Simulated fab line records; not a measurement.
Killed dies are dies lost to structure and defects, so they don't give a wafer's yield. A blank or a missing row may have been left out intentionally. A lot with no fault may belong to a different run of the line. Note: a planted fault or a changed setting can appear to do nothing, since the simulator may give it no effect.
Struck lot and sound lot, side by side || flow n5-finfet || 37 out of 1938 route steps
Sound: wafers L768.2, L768.3, L768.5. Struck: wafers L760.4, L760.5, L760.6. The cause is given at the end.
Each step with rows lists, per side, the tool, then ch with its chambers, then its first start. Under that, the readings that differ: sound wafers || struck wafers || difference of the means || sigmas: that difference in standard deviations of wafers without a fault.
alike: readings with means less than 2 such deviations apart, plus words and numbers identical on both sides. not compared: withheld readings, readings lacking a value on some wafer, bounds such as >300 that could conceal the same value, and numbers that have no deviation in the record and whose values overlap.
A row with sigmas, a row that says differs or no value, or rows on one side alone: a step with any of these is where the two part. Numbers that don't overlap but have no deviation are shown without sigmas and don't part them. A reading that every wafer of one side lacks parts them only if that side has two wafers or more.

first, 9 steps without rows for these wafers: N5_BEOL_M4_ANNEAL_95 (time 240 s); N5_BEOL_M4_SPUTTER_96 (material Cu, target thk 4.5 nm, time 8.29 s); N5_BEOL_M4_ECD_50 (material Cu, target thk 300 nm); N5_BEOL_M4_ANNEAL_51 (time 90 s); N5_BEOL_M4_CMP_52 (polishes, stops on SiOC, t overpolish 6.8 s, target thk 40 nm); N5_BEOL_M4_PRE_CLEAN_60 (time 15 s); N5_BEOL_M4_CO_CAP_55 (material Co, precursor CCTBA/H2, target thk 2 nm, time 102.1 s); N5_BEOL_M4_PRE_CLEAN_56 (time 15 s); N5_BEOL_M4_DEP_57 (deposits SiCN from 3MS/NH3, target thk 8 nm, time 14 s).
N5_BEOL_M4_RC_MEAS_101:
  sound on prober-01 ch 0, day 13 14:49; struck on prober-02 ch 0, day 11 21:32
{"reading": "DIBL_N (mV/V)", "sound": "33.9 36.3 34.0", "struck": "38.8 37.5 41.8", "difference": "+4.6", "sigmas": "+2"}
{"reading": "DIBL_P (mV/V)", "sound": "33.1 35.1 33.0", "struck": "40.7 39.5 43.7", "difference": "+7.6", "sigmas": "+3"}
{"reading": "IOFF_N (nA/um)", "sound": "0.11 0.14 0.11", "struck": "0.18 0.16 0.25", "difference": "+0.08", "sigmas": "+2"}
{"reading": "SS_N (mV/dec)", "sound": "70.2 71.1 70.1", "struck": "71.8 72.1 72.7", "difference": "+1.7", "sigmas": "+3"}
  alike: IOFF_P, ION_N, ION_P, SS_P, VT_N, VT_P
then, 24 steps without rows for these wafers: N5_BEOL_M5_ILD_DEP_00 (deposits SiCOH lowk from DEMS/porogen, target thk 140.64 nm, time 25.9 s); N5_BEOL_M5_CURE_79 (cures SiCOH lowk, time 240 s); N5_BEOL_M5_PECVD_70 (deposits SiO2 from TEOS/O2, target thk 16 nm, time 18 s); N5_BEOL_M5_HM_DEP_02 (deposits TiN, target thk 20 nm); N5_BEOL_M5_COAT_59 (time 60 s, resist thk 60 nm); N5_BEOL_M5_COAT_60 (time 60 s, resist thk 12 nm); N5_BEOL_M5_COAT_71 (time 60 s, resist thk 5 nm); N5_BEOL_M5_COAT_05 (resist thk 30 nm); N5_BEOL_M5_EBR_07; N5_BEOL_M5_SOFTBAKE_06 (time 60 s); N5_BEOL_M5_EXPOSE_08 (exposes mask M5, target cd 28 nm); N5_BEOL_M5_PEB_09 (peb time 60 s); N5_BEOL_M5_DEVELOP_10 (develop time 30 s); N5_BEOL_M5_DESCUM_16 (chemistry O2, time 7 s); N5_BEOL_M5_ETCH_72 (etches underlayer in N2/H2, target depth 6.5 nm, time 5.2 s); N5_BEOL_M5_ETCH_61 (etches SiARC in CF4, target depth 15.6 nm, time 26 s); N5_BEOL_M5_ETCH_62 (etches SOC in N2/H2, target depth 75 nm, overetch 15 nm, time 112.5 s); N5_BEOL_M5_STRIP_63 (strips in N2/H2); N5_BEOL_M5_STRIP_73 (strips in N2/H2); N5_BEOL_M5_STRIP_64 (strips in CF4); N5_BEOL_M5_HM_OPEN_17 (chemistry Cl2/BCl3, target TiN, target depth 20 nm, overetch 6 nm); N5_BEOL_M5_STRIP_19 (strips in O2); N5_BEOL_M5_COAT_65 (time 60 s, resist thk 60 nm); N5_BEOL_M5_COAT_66 (time 60 s, resist thk 12 nm).
N5_BEOL_M8_ILD_DEP_00: deposits SiCOH lowk from DEMS/porogen, target thk 179.75 nm, time 33.4 s.
  sound on pecvd-04 ch 1,2, day 14 22:32; struck on pecvd-04 ch 0,1,2, day 13 01:40
  no value came back on the struck wafers for any of 5 readings (chamber-pressure-Torr (Torr), heater-power-outer-w (W) and others); on the sound wafers chamber-pressure-Torr (Torr) reads 4.995 4.999 4.988
N5_BEOL_M8_OCD_MEAS_38:
  sound on ocd-02 at day 15 04:10; struck on ocd-01 at day 13 07:34
{"reading": "trench-depth-nm (nm)", "sound": "93.3 92.6 91.7", "struck": "- - -", "difference": "no value on the struck wafers", "sigmas": ""}
-- record jumps: 3 days separate the struck wafers' starts on either side; left off in module BEOL_M8, taken up again in module PASSIVATION, whose first shown step is the route's number 1936 --
N5_PASSIVATION_PROBE_49:
  sound on prober-01 at day 17 23:56; struck on prober-01 at day 16 02:55
{"reading": "defect-limited-yield (%)", "sound": "89.7 88.6 90.3", "struck": "0 0 0", "difference": -90, "sigmas": -64}
{"reading": "killed_at_M0_to_M3", "sound": "35 43 30", "struck": "12 3 4", "difference": -30, "sigmas": -3}
{"reading": "killed_at_M4_up", "sound": "13 17 15", "struck": "1157 1169 1160", "difference": "+1147", "sigmas": "+99 or more"}
{"reading": "killed-at-contacts", "sound": "19 15 24", "struck": "2 4 4", "difference": -16, "sigmas": -2}
{"reading": "killed-at-front-end", "sound": "51 58 43", "struck": "7 3 12", "difference": -43, "sigmas": -4}
{"reading": "killed-dies", "sound": "122 135 114", "struck": "1180 1180 1180", "difference": "+1056", "sigmas": "+62"}
{"reading": "killed-on-rim", "sound": "18 18 11", "struck": "152 152 152", "difference": "+136", "sigmas": "+39"}
{"reading": "killed-open", "sound": "77 79 76", "struck": "19 9 15", "difference": -63, "sigmas": -5}
{"reading": "killed-short", "sound": "45 54 38", "struck": "5 2 5", "difference": -42, "sigmas": -5}
{"reading": "sort_bin_5_function (%)", "sound": "6.3 6.6 6.1", "struck": "71.4 73.9 74.3", "difference": "+66.9", "sigmas": "+73"}
{"reading": "sort-n-pass", "sound": "1058 1045 1066", "struck": "0 0 0", "difference": -1056, "sigmas": -62}
{"reading": "sort-yield-pct (%)", "sound": "89.7 88.6 90.3", "struck": "0 0 0", "difference": -90, "sigmas": -64}
  alike: killed-at-other, sort_bin_6_memory

WHERE THEY PART
Last at N5_PASSIVATION_PROBE_49 as far as this record goes, first at N5_BEOL_M4_RC_MEAS_101.

WHY: whatever the simulator had introduced
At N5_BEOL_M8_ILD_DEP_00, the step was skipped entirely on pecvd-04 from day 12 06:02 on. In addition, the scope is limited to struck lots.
